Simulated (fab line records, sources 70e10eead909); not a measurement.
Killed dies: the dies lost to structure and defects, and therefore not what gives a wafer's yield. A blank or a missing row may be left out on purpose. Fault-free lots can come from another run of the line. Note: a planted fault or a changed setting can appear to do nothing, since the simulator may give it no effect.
Matching of chambers :: flow nand_harc :: NHARC_P_BONDPAD_CMP_32 on cmp-03: 4 sister chambers
The step polishes SiCN, target thk 200 nm. 4 wafers are shown with their chamber, then 12 later ones without.

WAFERS WITH THEIR CHAMBER
wafer: L085.4
chamber: 0
motor_current_A (A): 10.7

wafer: L087.2
chamber: 1
motor_current_A (A): 11.4

wafer: L087.3
chamber: 3
motor_current_A (A): 12.0

wafer: L087.6
chamber: 2
motor_current_A (A): 12.7

WAFERS WITHOUT THEIR CHAMBER
wafer: L088.1
motor_current_A (A): 12.7

wafer: L088.2
motor_current_A (A): 10.7

wafer: L088.3
motor_current_A (A): 11.6

wafer: L088.4
motor_current_A (A): 11.9

wafer: L088.5
motor_current_A (A): 12.2

wafer: L088.6
motor_current_A (A): 10.4

wafer: L093.2
motor_current_A (A): 10.5

wafer: L093.3
motor_current_A (A): 12.1

wafer: L093.4
motor_current_A (A): 11.0

wafer: L095.2
motor_current_A (A): 12.6

wafer: L095.4
motor_current_A (A): 10.7

wafer: L095.5
motor_current_A (A): 12.2

WHICH CHAMBER EACH ONE RAN IN
wafer: L088.1
from the rows above: 2
in truth: 2

wafer: L088.2
from the rows above: 0
in truth: 0

wafer: L088.3
from the rows above: can't be placed: 1 or 3
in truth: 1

wafer: L088.4
from the rows above: 3
in truth: 3

wafer: L088.5
from the rows above: can't be placed: 3 or 2
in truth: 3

wafer: L088.6
from the rows above: 0
in truth: 0

wafer: L093.2
from the rows above: 0
in truth: 0

wafer: L093.3
from the rows above: 3
in truth: 3

wafer: L093.4
from the rows above: can't be placed: 0 or 1
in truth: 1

wafer: L095.2
from the rows above: 2
in truth: 2

wafer: L095.4
from the rows above: 0
in truth: 0

wafer: L095.5
from the rows above: can't be placed: 3 or 2
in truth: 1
Placed correctly: 8 of 12. Not placeable from these rows: 4 (in 3, the candidates include the true chamber). Number placed wrongly: 0.
How it was worked out, from the rows above alone: a wafer's distance from a chamber is the root of the sum, over the readings, of the square of ((its reading less the chamber's mean) divided by the reading's scatter). The wafer belongs to the nearest chamber; if the next one is less than 2 further off, it can't be placed. The mean given for a chamber averages the wafers shown for that chamber. The scatter: root of mean squared gap, hidden wafer to nearest shown wafer, with one shown wafer a chamber.
